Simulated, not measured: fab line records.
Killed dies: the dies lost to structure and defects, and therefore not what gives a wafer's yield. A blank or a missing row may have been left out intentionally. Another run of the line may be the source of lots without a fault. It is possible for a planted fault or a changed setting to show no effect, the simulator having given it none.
fab line records    flow n5Finfet
record lots=6  wafers=18  lastDay=17
route steps=1938 shown BEOL_M3@978 PASSIVATION@1936
lots untouched by any fault: they come from a run of this same line in which no faults occurred
startH: hours from the record's first day to the start of the lot's first wafer shown    waitH: hours since the lot's step before    " repeats the value in the row above    L1.1+2: one row covering several wafers at once    - value missing, or start not given    * or withheld: withheld    < > ~ a bound
route shown NAME@n: names a module that has steps shown in the file, with the first one's number in the route    usual: mean and standard deviation over wafers with no fault    same: alike in all rows    chamber/n: place in a boat    sites: the reading at each site    _std_site: how widely they spread, as a standard deviation    _edge_site: inner sites' mean taken away from outer sites' mean    radiusMm: for every site, how far away it sits from the centre of the wafer    mask NAME#n: copy n    behind: tool/chamber where the wafer was last shaped    hold: cause of the lot's hold/its duration in hours/its outcome    device: the n, p or np transistor that did not switch    end of line: at the end of the route, the tests of the same wafers    step lacking rows: just its recipe    killed: dies that structure and defects cost at the first sort, which is not the same as the wafer's yield    map: shows each die of a wafer: x if killed, . if not, _ if none is there
set.NAME: the setting the step ran with; set.NAME@STEP: the setting that earlier step ran with    model.NAME: the simulator's own value behind a step, which no gauge read
certain route steps with their lots: each step a table, each wafer a row
services: a tool's chamber out of use, with start hour (startH, from the record's first day; less than 0 if before it), hours out, and reason
## steps
# step N5_BEOL_M3_STRIP_83
# recipe chemistry=C4F6/O2  resist=SiARC  rfFrequencyHz=6e+07
# step N5_BEOL_M3_STRIP_36
# recipe chemistry=N2/H2  powerW=450  tempC=40  pressureMtorr=20  rfFrequencyHz=6e+07  overashFraction=0.3  biasPowerW=7  h2Frac=0.5  n2FlowSccm=200  h2FlowSccm=200
# step N5_BEOL_M3_TRENCH_ETCH_37
# recipe chemistry=C4F6/O2  targetDepthA=555.55  target=SiOC  timeS=29.2  ionEnergyEv=250  pressureMtorr=30  sourceW=355  biasW=185  Ar_flow_sccm=300  C4F6_flow_sccm=10  O2_flow_sccm=10
# step N5_BEOL_M3_ETCH_41
# recipe chemistry=CH3F/O2  target=SiCN  targetDepthA=299  taperDeg=2  timeS=52.5  ionEnergyEv=120  maskMaterial=TiN  pressureMtorr=30  sourceW=395  biasW=75  Ar_flow_sccm=150  CH3F_flow_sccm=30  O2_flow_sccm=20
# step N5_BEOL_M3_STRIP_97
# recipe chemistry=N2/H2  timeS=10  powerW=450  tempC=40  pressureMtorr=20  rfFrequencyHz=6e+07  biasPowerW=7  n2FlowSccm=200  h2FlowSccm=200
# step N5_BEOL_M3_OCD_MEAS_38
# usual trenchDepthNm=55.2/1.1
lot.wafer  tool    chamber  startH  waitH  trenchDepthNm
L109.1     ocd-02  -        160.53  -      56.8
L109.5     "       -        "       "      54.8
L109.6     "       -        "       "      56.6
L113.2     ocd-02  -        194.48  -      53.8
L113.3     "       -        "       "      55.5
L113.6     "       -        "       "      54.4
L119.1     ocd-01  -        239.00  -      55.4
L119.2     "       -        "       "      55.2
L119.4     "       -        "       "      54.3
L121.2     ocd-01  -        245.32  -      53.9
L121.5     "       -        "       "      55.7
L121.6     "       -        "       "      53.7
L125.2     ocd-01  -        252.97  -      56.1
L125.4     "       -        "       "      54.4
L125.5     "       -        "       "      56.9
L126.1     ocd-02  -        268.66  -      55.8
L126.2     "       -        "       "      55.1
L126.6     "       -        "       "      54.2
# step N5_BEOL_M3_HM_STRIP_39
# recipe chemistry=peroxideTinStrip  material=TiN  targetDepthA=250  tempC=50  timeS=158
# step N5_BEOL_M3_SRD_40
# recipe timeS=30  tempC=23  rinseLiquid=diw  dry=ipaMarangoni
# step N5_BEOL_M3_PRECLEAN_42
# recipe chemistry=residueRemover  timeS=60  tempC=40
# step N5_BEOL_M3_SRD_43
# recipe timeS=30  tempC=23  rinseLiquid=diw  dry=ipaMarangoni
# step N5_BEOL_M3_CD_MEAS_35
# recipe targetCdNm=18  targetCdYNm=21  polarity=opening
# usual cdNm=18.0/0.35
lot.wafer  tool      chamber  startH  waitH  cdNm
L109.1     cdSem-02  -        160.69  0.0    18.4
L109.5     "         -        "       "      18.6
L109.6     "         -        "       "      18.2
L113.2     cdSem-01  -        194.75  0.0    18.0
L113.3     "         -        "       "      18.1
L113.6     "         -        "       "      18.1
L119.1     cdSem-02  -        239.15  0.0    18.7
L119.2     "         -        "       "      18.1
L119.4     "         -        "       "      18.2
L121.2     cdSem-03  -        245.57  0.0    18.0
L121.5     "         -        "       "      18.2
L121.6     "         -        "       "      17.6
L125.2     cdSem-02  -        253.22  0.0    17.8
L125.4     "         -        "       "      18.1
L125.5     "         -        "       "      18.1
L126.1     cdSem-02  -        268.81  0.0    17.9
L126.2     "         -        "       "      17.3
L126.6     "         -        "       "      17.9
# step N5_BEOL_M3_DEGAS_44
# recipe ambient=vacuum  tempC=250  timeS=60
# usual heaterPowerW=326/25
lot.wafer  tool           chamber  startH  waitH  heaterPowerW
L109.1     pvdSputter-03  -        161.07  0.4    309
L109.5     "              -        "       "      306
L109.6     "              -        "       "      313
L113.2     pvdSputter-01  -        195.28  0.5    338
L113.3     "              -        "       "      320
L113.6     "              -        "       "      346
L119.1     pvdSputter-01  -        239.55  0.4    308
L119.2     "              -        "       "      328
L119.4     "              -        "       "      340
L121.2     pvdSputter-01  -        245.75  0.2    322
L121.5     "              -        "       "      347
L121.6     "              -        "       "      333
L125.2     pvdSputter-03  -        253.43  0.2    308
L125.4     "              -        "       "      372
L125.5     "              -        "       "      317
L126.1     pvdSputter-02  -        269.06  0.2    395
L126.2     "              -        "       "      317
L126.6     "              -        "       "      321
# step N5_BEOL_M3_PRE_CLEAN_45
# recipe gas=H2/He  timeS=30  tempC=250
# usual heaterPowerW=326/25
lot.wafer  tool           chamber  startH  waitH  heaterPowerW
L109.1     pvdSputter-03  -        161.11  0.0    307
L109.5     "              -        "       "      304
L109.6     "              -        "       "      307
L113.2     pvdSputter-01  -        195.32  0.0    342
L113.3     "              -        "       "      314
L113.6     "              -        "       "      344
L119.1     pvdSputter-01  -        239.59  0.0    322
L119.2     "              -        "       "      336
L119.4     "              -        "       "      358
L121.2     pvdSputter-01  -        245.79  0.0    339
L121.5     "              -        "       "      329
L121.6     "              -        "       "      324
L125.2     pvdSputter-03  -        253.47  0.0    305
L125.4     "              -        "       "      377
L125.5     "              -        "       "      306
L126.1     pvdSputter-02  -        269.10  0.0    393
L126.2     "              -        "       "      318
L126.6     "              -        "       "      324
# step N5_BEOL_M3_ALD_84
# recipe material=TaN  targetThkA=*  tempC=275  aldPrecursorFamily=PDMAT  aldCoReactant=NH3  pressureTorr=3  carrierFlowSccm=1500  pulseTimeS=2  purgeTimeS=3  coReactantPurgeTimeS=2  coReactantPulseTimeS=3  aldCycles=30  precursorVesselTempC=75  precursorVesselPressureTorr=26.25  precursorVesselCarrierSccm=1000
# usual heaterPowerW=426/33
# same coReactantPulseTimeS=3
lot.wafer  tool         chamber  startH  waitH  heaterPowerW
L109.1     aldMetal-01  1        161.19  0.1    463
L109.5     "            2        "       "      440
L109.6     "            1        "       "      472
L113.2     aldMetal-01  2        195.40  0.1    439
L113.3     "            1        "       "      475
L113.6     "            3        "       "      376
L119.1     aldMetal-03  0        239.69  0.1    467
L119.2     "            1        "       "      390
L119.4     "            2        "       "      409
L121.2     aldMetal-04  3        245.86  0.0    399
L121.5     "            3        "       "      399
L121.6     "            2        "       "      421
L125.2     aldMetal-04  2        253.53  0.0    407
L125.4     "            1        "       "      483
L125.5     "            3        "       "      401
L126.1     aldMetal-03  3        269.18  0.1    411
L126.2     "            2        "       "      399
L126.6     "            2        "       "      387
# step N5_BEOL_M3_SURFACE_TREAT_85
# recipe gas=Ar  timeS=*  ionEnergyEv=*  ionCurrentMaCm2=0.5  pressureMtorr=*  arFlowSccm=30
# step N5_BEOL_M3_CVD_47
# recipe material=Co  targetThkA=30  tempC=withheld  precursor=CCTBA/H2  pressureTorr=30  timeS=223.8
# step N5_BEOL_M3_SPUTTER_48
# recipe material=Cu  targetThkA=45  tempC=-20  chamberPressurePa=0.07  powerW=withheld  timeS=8.29
# usual throttleValvePct=30.1/1.2
lot.wafer  tool           chamber  startH  waitH  throttleValvePct
L109.1     pvdSputter-03  -        161.73  0.1    29.4
L109.5     "              -        "       "      28.6
L109.6     "              -        "       "      28.6
L113.2     pvdSputter-03  -        195.90  0.1    29.4
L113.3     "              -        "       "      30.8
L113.6     "              -        "       "      29.4
L119.1     pvdSputter-02  -        240.32  0.1    31.6
L119.2     "              -        "       "      30.6
L119.4     "              -        "       "      29.4
L121.2     pvdSputter-02  -        246.39  0.2    31.4
L121.5     "              -        "       "      29.5
L121.6     "              -        "       "      30.5
L125.2     pvdSputter-03  -        254.23  0.3    28.7
L125.4     "              -        "       "      29.5
L125.5     "              -        "       "      30.9
L126.1     pvdSputter-03  -        270.47  0.1    28.8
L126.2     "              -        "       "      29.0
L126.6     "              -        "       "      29.0
# step N5_BEOL_M3_ANNEAL_49
# recipe tempC=400  timeS=240  ambient=vacuum
# step N5_BEOL_M3_SPUTTER_79
# recipe material=Cu  targetThkA=45  tempC=-20  chamberPressurePa=0.07  powerW=withheld  timeS=8.29
# step N5_BEOL_M3_ANNEAL_80
# recipe tempC=400  timeS=240  ambient=vacuum
# step N5_BEOL_M3_SPUTTER_81
# recipe material=Cu  targetThkA=45  tempC=-20  chamberPressurePa=0.07  powerW=withheld  timeS=8.29
# step N5_BEOL_M3_ANNEAL_82
# recipe tempC=400  timeS=240  ambient=vacuum
# step N5_BEOL_M3_SPUTTER_86
# recipe material=Cu  targetThkA=45  tempC=-20  chamberPressurePa=0.07  powerW=withheld  timeS=8.29
# step N5_BEOL_M3_ANNEAL_87
# recipe tempC=400  timeS=240  ambient=vacuum
# step N5_BEOL_M3_SPUTTER_88
# recipe material=Cu  targetThkA=45  tempC=-20  chamberPressurePa=0.07  powerW=withheld  timeS=8.29
# step N5_BEOL_M3_ANNEAL_89
# recipe tempC=400  timeS=240  ambient=vacuum
# step N5_BEOL_M3_SPUTTER_90
# recipe material=Cu  targetThkA=45  tempC=-20  chamberPressurePa=0.07  powerW=withheld  timeS=8.29
# step N5_BEOL_M3_ANNEAL_91
# recipe tempC=400  timeS=240  ambient=vacuum
# step N5_BEOL_M3_SPUTTER_92
# recipe material=Cu  targetThkA=45  tempC=-20  chamberPressurePa=0.07  powerW=withheld  timeS=8.29
# step N5_BEOL_M3_ANNEAL_93
# recipe tempC=400  timeS=240  ambient=vacuum
# step N5_BEOL_M3_SPUTTER_94
# recipe material=Cu  targetThkA=45  tempC=-20  chamberPressurePa=0.07  powerW=withheld  timeS=8.29
# step N5_BEOL_M3_ANNEAL_95
# recipe tempC=400  timeS=240  ambient=vacuum
# usual heaterPowerW=825/79
lot.wafer  tool           chamber  startH  waitH  heaterPowerW
L109.1     pvdSputter-03  -        163.35  0.0    786
L109.5     "              -        "       "      779
L109.6     "              -        "       "      941
L113.2     pvdSputter-03  -        197.52  0.0    754
L113.3     "              -        "       "      774
L113.6     "              -        "       "      788
L119.1     pvdSputter-02  -        241.94  0.0    715
L119.2     "              -        "       "      843
L119.4     "              -        "       "      1009
L121.2     pvdSputter-02  -        248.01  0.0    731
L121.5     "              -        "       "      1004
L121.6     "              -        "       "      829
L125.2     pvdSputter-03  -        255.85  0.0    922
L125.4     "              -        "       "      794
L125.5     "              -        "       "      784
L126.1     pvdSputter-03  -        272.09  0.0    777
L126.2     "              -        "       "      911
L126.6     "              -        "       "      769
# step N5_BEOL_M3_SPUTTER_96
# recipe material=Cu  targetThkA=45  tempC=-20  chamberPressurePa=0.07  powerW=withheld  timeS=8.29
# step N5_BEOL_M3_ECD_50
# recipe material=Cu  targetThkA=3000
# step N5_BEOL_M3_ANNEAL_51
# recipe tempC=225  timeS=90  ambient=N2
# step N5_BEOL_M3_CMP_52
# recipe stopOn=SiOC  tOverpolishS=6.8  downForcePsi=1  platenRpm=50  clearingPlatenDownForcePsi=1.5  clearingPlatenRpm=50  postCmpClean=cuAlkaline  targetThkNm=40  clearingPlatenPadVelocityMS=0.99484  padVelocityMS=0.99484
# step N5_BEOL_M3_THK_MEAS_53
# recipe thkMeasGauge=xrf  reads=Cu_of_BEOL_M3_ECD_50
# usual M3_THK=38.7/1.8
lot.wafer  tool          chamber  startH  waitH  M3_THK[nm]
L109.1     filmMetro-02  -        164.36  -      36.7
L109.5     "             -        "       "      39.1
L109.6     "             -        "       "      39.5
L113.2     filmMetro-01  -        198.45  -      39.3
L113.3     "             -        "       "      35.7
L113.6     "             -        "       "      39.7
L119.1     filmMetro-02  -        245.05  -      38.2
L119.2     "             -        "       "      37.4
L119.4     "             -        "       "      41.9
L121.2     filmMetro-02  -        249.57  -      38.5
L121.5     "             -        "       "      39.9
L121.6     "             -        "       "      38.9
L125.2     filmMetro-01  -        256.79  -      35.0
L125.4     "             -        "       "      37.7
L125.5     "             -        "       "      39.0
L126.1     filmMetro-02  -        273.06  -      38.3
L126.2     "             -        "       "      42.3
L126.6     "             -        "       "      39.6
# step N5_BEOL_M3_PRE_CLEAN_60
# recipe gas=NH3/H2  timeS=15  tempC=*  rfPowerW=300
# step N5_BEOL_M3_CO_CAP_55
# recipe material=Co  targetThkA=20  tempC=200  precursor=CCTBA/H2  pressureTorr=30  timeS=102.1
# usual heaterPowerW=224/18
lot.wafer  tool      chamber  startH  waitH  heaterPowerW
L109.1     cvdCo-01  1        164.44  0.0    248
L109.5     "         2        "       "      203
L109.6     "         1        "       "      246
L113.2     cvdCo-02  1        198.62  0.0    237
L113.3     "         2        "       "      194
L113.6     "         0        "       "      227
L119.1     cvdCo-02  2        245.13  0.0    193
L119.2     "         1        "       "      235
L119.4     "         0        "       "      229
L121.2     cvdCo-02  1        249.96  0.0    236
L121.5     "         2        "       "      194
L121.6     "         1        "       "      240
L125.2     cvdCo-01  1        256.90  0.0    249
L125.4     "         0        "       "      226
L125.5     "         2        "       "      213
L126.1     cvdCo-01  1        273.14  0.0    247
L126.2     "         0        "       "      229
L126.6     "         0        "       "      231
# step N5_BEOL_M3_PRE_CLEAN_56
# recipe gas=NH3  timeS=15  tempC=withheld  rfPowerW=300
# step N5_BEOL_M3_DEP_57
# recipe material=SiCN  targetThkA=80  tempC=withheld  precursor=3MS/NH3  pressureTorr=3  rfW=202  timeS=14
# step N5_BEOL_M3_RS_MEAS_58
# recipe thkMeasGauge=four-point-probe  reads=Co_of_BEOL_M3_CO_CAP_55+Cu_of_BEOL_M3_ECD_50+Co_of_BEOL_M3_CVD_47+TaN_of_BEOL_M3_ALD_84
# usual M3_RS=0.67/0.04
lot.wafer  tool          chamber  startH  waitH  M3_RS[ohm/sq]
L109.1     filmMetro-01  -        164.65  0.1    0.73
L109.5     "             -        "       "      0.67
L109.6     "             -        "       "      0.66
L113.2     filmMetro-01  -        198.82  0.1    0.66
L113.3     "             -        "       "      0.74
L113.6     "             -        "       "      0.64
L119.1     filmMetro-02  -        245.31  0.0    0.68
L119.2     "             -        "       "      0.71
L119.4     "             -        "       "      0.61
L121.2     filmMetro-02  -        250.18  0.1    0.67
L121.5     "             -        "       "      0.65
L121.6     "             -        "       "      0.66
L125.2     filmMetro-01  -        257.09  0.1    0.75
L125.4     "             -        "       "      0.69
L125.5     "             -        "       "      0.65
L126.1     filmMetro-01  -        273.35  0.1    0.69
L126.2     "             -        "       "      0.61
L126.6     "             -        "       "      0.66
# step N5_PASSIVATION_PROBE_49
# usual defectLimitedYield=91.3/1.4  killed_at_M0_to_M3=34/9.2  killed_at_M4_up=13/5.3  killedAtContacts=12/6  killedAtFrontEnd=39/12  killedAtOther=4/3.3  killedDies=102/17  killedOpen=67/12  killedShort=34/7.4  sort_bin_4_leakage=0.00/0.014  sort_bin_5_function=5.1/1  sort_bin_6_memory=3.2/0.6  sortNPass=1078/17  sortYieldPct=91.3/1.4
# same grossDies=1180  killedAtBackSide=0  sort_bin_8_speed[%]=0
lot.wafer  tool       chamber  startH  waitH  defectLimitedYield[%]  killed_at_M0_to_M3  killed_at_M4_up  killedAtContacts  killedAtFrontEnd  killedAtOther  killedDies  killedOpen  killedShort  sort_bin_4_leakage[%]  sort_bin_5_function[%]  sort_bin_6_memory[%]  sortNPass  sortYieldPct[%]
L109.1     prober-01  -        280.79  0.0    89.8                   37                  12               14                52                5              120         87          32           0                      5.9                     4.0                   1060       89.8
L109.5     prober-01  -        280.99  0.2    90.8                   43                  5                14                44                2              108         69          37           0.17                   4.7                     4.0                   1070       90.7
L109.6     prober-01  -        281.04  0.3    89.6                   34                  12               8                 67                2              123         86          35           0                      6.3                     3.6                   1057       89.6
L113.2     prober-01  -        314.40  0.1    90.3                   32                  11               14                57                0              114         77          36           0                      5.9                     3.4                   1066       90.3
L113.3     prober-01  -        314.45  0.1    91.5                   30                  14               12                41                3              100         69          31           0                      5.0                     3.1                   1080       91.5
L113.6     prober-01  -        314.60  0.3    90.7                   38                  7                19                44                2              110         78          31           0                      6.4                     2.7                   1070       90.7
L119.1     prober-01  -        362.15  0.0    88.9                   24                  27               18                55                7              131         80          40           0                      6.2                     4.2                   1049       88.9
L119.2     prober-01  -        362.20  0.1    83.8                   144                 9                6                 30                2              191         48          26           0                      10.1                    3.6                   989        83.8
L119.4     prober-01  -        362.30  0.2    92.4                   31                  12               10                33                4              90          62          26           0                      4.1                     3.5                   1090       92.4
L121.2     prober-01  -        375.14  0.1    82.1                   153                 20               10                26                2              211         59          20           0                      10.9                    3.9                   969        82.1
L121.5     prober-01  -        375.29  0.2    90.3                   33                  24               10                46                2              115         87          26           0                      6.4                     3.1                   1065       90.3
L121.6     prober-01  -        375.34  0.3    81.8                   158                 13               10                31                3              215         64          29           0                      10.8                    4.7                   965        81.8
L125.2     prober-01  -        379.74  0.1    90.5                   49                  14               9                 38                2              112         66          44           0                      5.6                     3.6                   1068       90.5
L125.4     prober-01  -        379.84  0.2    92.7                   35                  8                16                26                1              86          56          30           0                      5.3                     1.9                   1094       92.7
L125.5     prober-01  -        379.89  0.2    91.4                   47                  13               16                24                1              101         66          35           0                      4.8                     3.4                   1079       91.4
L126.1     prober-01  -        406.92  0.0    89.6                   24                  19               22                55                3              123         87          34           0                      6.9                     3.3                   1057       89.6
L126.2     prober-01  -        406.97  0.1    90.8                   30                  14               27                33                5              109         72          34           0                      5.9                     3.2                   1071       90.8
L126.6     prober-01  -        407.17  0.3    90.0                   49                  13               25                24                7              118         86          29           0                      6.4                     3.4                   1062       90.0
# killed by level:class
L109.1 STI_FIN_REVEAL:geometricParticle:open=16 FIN_SAQP:geometricParticle:open=11 BEOL_M0_SAQP:geometricParticle:short=11 DUMMY_GATE:geometricParticle:open=10 MOL_CONTACT_COAG:geometricParticle:open=10 BEOL_M2:geometricParticle:open=10 BEOL_M0_SAQP:geometricParticle:open=7 BEOL_M4:geometricParticle:open=6
L109.5 MOL_CONTACT_COAG:geometricParticle:open=11 STI_FIN_REVEAL:geometricParticle:open=9 FIN_SAQP:geometricParticle:open=8 BEOL_M2:geometricParticle:open=8 BEOL_M2:geometricParticle:short=7 DUMMY_GATE:geometricParticle:open=6 BEOL_M0:geometricParticle:open=6 BEOL_M3:geometricParticle:open=6
L109.6 STI_FIN_REVEAL:geometricParticle:open=27 FIN_SAQP:geometricParticle:open=14 BEOL_M3:geometricParticle:open=11 FIN_SAQP:geometricParticle:short=10 MOL_CONTACT_COAG:geometricParticle:open=6 BEOL_M0_SAQP:geometricParticle:short=6 BEOL_M4:geometricParticle:open=6 BEOL_M1:geometricParticle:open=4
L113.2 FIN_SAQP:geometricParticle:short=15 FIN_SAQP:geometricParticle:open=14 MOL_CONTACT_COAG:geometricParticle:open=12 STI_FIN_REVEAL:geometricParticle:open=10 BEOL_M0:geometricParticle:open=9 DUMMY_GATE:geometricParticle:open=5 GATE_CUT:geometricParticle:short=5 BEOL_M0_SAQP:geometricParticle:open=4
L113.3 FIN_SAQP:geometricParticle:short=12 MOL_CONTACT_COAG:geometricParticle:open=11 BEOL_M0_SAQP:geometricParticle:open=9 FIN_SAQP:geometricParticle:open=6 DUMMY_GATE:geometricParticle:open=6 STI_FIN_REVEAL:geometricParticle:open=5 BEOL_M2:geometricParticle:open=5 BEOL_M4:geometricParticle:open=5
L113.6 MOL_CONTACT_COAG:geometricParticle:open=14 BEOL_M2:geometricParticle:open=14 FIN_SAQP:geometricParticle:open=9 FIN_SAQP:geometricParticle:short=9 STI_FIN_REVEAL:geometricParticle:open=6 BEOL_M0_SAQP:geometricParticle:open=6 BEOL_M0:geometricParticle:open=6 MOL_CONTACT_COAG:geometricParticle:short=5
L119.1 BEOL_M4:geometricParticle:open=15 MOL_CONTACT_COAG:geometricParticle:open=14 DUMMY_GATE:geometricParticle:open=12 BEOL_M2:geometricParticle:open=6 HKMG_FIN:areaEtch=6 FIN_SAQP:geometricParticle:open=5 BEOL_M4:geometricParticle:short=5 STARTING-WAFER:geometricParticle:short=5
L119.2 BEOL_M3:unspecified=114 BEOL_M1:geometricParticle:open=10 BEOL_M4:geometricParticle:open=6 GATE_CUT:geometricParticle:short=5 MOL_CONTACT_COAG:geometricParticle:open=5 BEOL_M0:geometricParticle:open=4 DUMMY_GATE:geometricParticle:open=4 BEOL_M0_SAQP:geometricParticle:short=4
L119.4 MOL_CONTACT_COAG:geometricParticle:open=9 FIN_SAQP:geometricParticle:open=7 BEOL_M0_SAQP:geometricParticle:open=7 BEOL_M0_SAQP:geometricParticle:short=7 BEOL_M4:geometricParticle:open=6 STI_FIN_REVEAL:geometricParticle:open=5 DUMMY_GATE:geometricParticle:open=5 BEOL_M1:geometricParticle:open=4
L121.2 BEOL_M3:unspecified=124 MOL_CONTACT_COAG:geometricParticle:open=10 BEOL_M4:geometricParticle:open=10 HKMG_FIN:areaEtch=8 BEOL_M3:geometricParticle:open=7 BEOL_M0_SAQP:geometricParticle:short=6 BEOL_M2:geometricParticle:open=5 STI_FIN_REVEAL:geometricParticle:open=4
L121.5 BEOL_M3:geometricParticle:open=15 BEOL_M4:geometricParticle:open=13 FIN_SAQP:geometricParticle:open=12 FIN_SAQP:geometricParticle:short=9 ILD0:geometricParticle:open=7 GATE_CUT:geometricParticle:open=7 MOL_CONTACT_COAG:geometricParticle:open=7 BEOL_M0_SAQP:geometricParticle:short=5
L121.6 BEOL_M3:unspecified=117 BEOL_M2:geometricParticle:open=16 BEOL_M0_SAQP:geometricParticle:open=9 BEOL_M0_SAQP:geometricParticle:short=8 BEOL_M4:geometricParticle:open=8 MOL_CONTACT_COAG:geometricParticle:open=6 FIN_SAQP:geometricParticle:open=5 STI_FIN_REVEAL:geometricParticle:open=4
L125.2 BEOL_M0_SAQP:geometricParticle:short=14 BEOL_M0_SAQP:geometricParticle:open=13 BEOL_M2:geometricParticle:open=9 FIN_SAQP:geometricParticle:short=7 STI_FIN_REVEAL:geometricParticle:open=6 BEOL_M3:geometricParticle:open=6 GATE_CUT:geometricParticle:short=5 MOL_CONTACT_COAG:geometricParticle:open=5
L125.4 MOL_CONTACT_COAG:geometricParticle:open=12 STI_FIN_REVEAL:geometricParticle:open=11 BEOL_M0_SAQP:geometricParticle:short=10 BEOL_M3:geometricParticle:open=10 FIN_SAQP:geometricParticle:short=5 MOL_CONTACT_COAG:geometricParticle:short=4 BEOL_M0_SAQP:geometricParticle:open=4 STARTING-WAFER:geometricParticle:short=3
L125.5 MOL_CONTACT_COAG:geometricParticle:open=15 BEOL_M0_SAQP:geometricParticle:short=12 BEOL_M3:geometricParticle:open=9 BEOL_M1:geometricParticle:open=7 BEOL_M4:geometricParticle:open=7 BEOL_M2:geometricParticle:open=6 STI_FIN_REVEAL:geometricParticle:open=5 BEOL_M0_SAQP:geometricParticle:open=5
L126.1 MOL_CONTACT_COAG:geometricParticle:open=20 FIN_SAQP:geometricParticle:open=18 BEOL_M4:geometricParticle:open=11 FIN_SAQP:geometricParticle:short=10 STI_FIN_REVEAL:geometricParticle:open=10 BEOL_M1:geometricParticle:open=5 BEOL_M0_SAQP:geometricParticle:open=4 BEOL_M0_SAQP:geometricParticle:short=4
L126.2 MOL_CONTACT_COAG:geometricParticle:open=20 FIN_SAQP:geometricParticle:short=9 BEOL_M4:geometricParticle:open=7 MOL_CONTACT_COAG:geometricParticle:short=7 FIN_SAQP:geometricParticle:open=6 STI_FIN_REVEAL:geometricParticle:open=6 BEOL_M0_SAQP:geometricParticle:short=6 BEOL_M3:geometricParticle:open=6
L126.6 MOL_CONTACT_COAG:geometricParticle:open=20 BEOL_M2:geometricParticle:open=13 BEOL_M1:geometricParticle:open=12 FIN_SAQP:geometricParticle:open=9 BEOL_M0_SAQP:geometricParticle:open=9 FIN_SAQP:geometricParticle:short=8 BEOL_M3:geometricParticle:open=7 BEOL_M4:geometricParticle:open=6
# map L119.2 (x killed, . not)
_________________x..x........________________
______________...........x......_____________
___________.............x.x........__________
__________x...x...x......x.x........_________
________...x.......x...........x......_______
_______........x..............x..x..x..______
______...........................x.xxxx._____
_____........x......x........xx.xxxxxx...____
____........................xxxxxxxxxxx.xx___
___..........................xxxxxxxxxxxx..__
___x............x...........xxxxxxxxxxxxx.x__
__.........................xxxxxxxxxxxxxx.x._
__...x....x..................xxxxxxxxxxxxx.._
_..........x...x............x.xxxxxxxxxx..x..
_......x............x..x...xxxxxxxxxxxxx.xx..
_..x...xx.........x.............xxxxx..x..x..
_................................x.x.........
_...x....x...x.......................x...x..x
_.............................x.x............
_..x..............x..........................
_.xx.........x.........x.................x...
__....x..................................x.._
__.......x........x..........x.............._
___.x.......x....................x.........__
___.................................x......__
____.....x.............x..................___
_____.....................x..............____
______x.............x....x.xx.....x....._____
_______............x...x.........x.....______
________.........x......x.......x....._______
__________.......................x.._________
___________...........x.........x..__________
______________.................._____________
_________________..x.........________________
# map L121.6 (x killed, . not)
_________________x...........________________
______________.....x............_____________
___________.x.x...x...x......x.....__________
__________..xx...........x.....x...._________
________.......x...xx...............x._______
_______...............x....x..x.x.x.x..______
______...........x..........x....xxxx.x._____
_____........x......x......x..xxxxxxxx.x.____
____............x........x..xxxxxxxxxxxxx.___
___...x......................xxxxxxxxxxxxxx__
___..x.........x.......x..x.xxxxxxxxxxxxxx.__
__.............x.......x..x.xxxxxxxxxxxx.x.._
__.......x..x..............x.xxxxxxxxxxx.x.._
_......x............x......x.xxxxxxxxxxx.....
_..................x......x...xxxxxxxxxxx....
_........x.......xx......x....x.x.x...x.x....
_.........x..........x....x....x.x..x.x.x....
_..........x.......x.......xx......x.........
_..x..........x...........x..x..x........x.x.
_.................x...x.x.......x.x...x......
_.........xx..xx.........................xx..
__...........x.x...x...x.......x............_
__................x..............x.....x.x.._
___........................xxx.............__
___x.............x....x....................__
____.......x...........x..................___
_____.............................x......____
______......................x..x..x...x._____
_______................................______
________........x.x..................._______
__________...................x......_________
___________.......x................__________
______________........x.......x._____________
_________________............________________
## services
tool           chamber  startH  hours  kind
cvdCo-02       -        154.28  1.4    repair
cvdCo-02       -        155.69  6.9    pm
aldMetal-01    -        175.20  14.6   pm
cvdCo-02       -        178.38  0.4    repair
pvdSputter-01  -        182.92  8.3    repair
aldMetal-04    0        208.00  24.3   repair
aldMetal-01    2        209.33  5.6    repair
cvdCo-02       0        248.61  5.7    repair
cvdCo-01       -        250.17  1.0    repair
aldMetal-01    -        255.14  8.7    pm
cvdCo-02       -        269.89  2.8    pm
## key
firstSign step=N5_PASSIVATION_PROBE_49  reading=killed_at_M0_to_M3  direction=up  sigmas=13  usual=34  struck=152
effect step=N5_PASSIVATION_PROBE_49  reading=killedDies  direction=up  sigmas=6.2  usual=102  struck=206
moreKillsBornAt N5_BEOL_M3_PRE_CLEAN_45@pvdSputter-01=355
metAt N5_BEOL_M3_PRE_CLEAN_45
struckWafers L119.2,L121.2,L121.6
onsetBetween 195.32 239.59
fault kind=chamberParticleSource  tool=pvdSputter-01  chamber=-  onsetH=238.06  steps=N5_BEOL_M3_PRE_CLEAN_45  ratePerVisitCm2=0.9217  endH=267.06  scope=struckWafersOnly
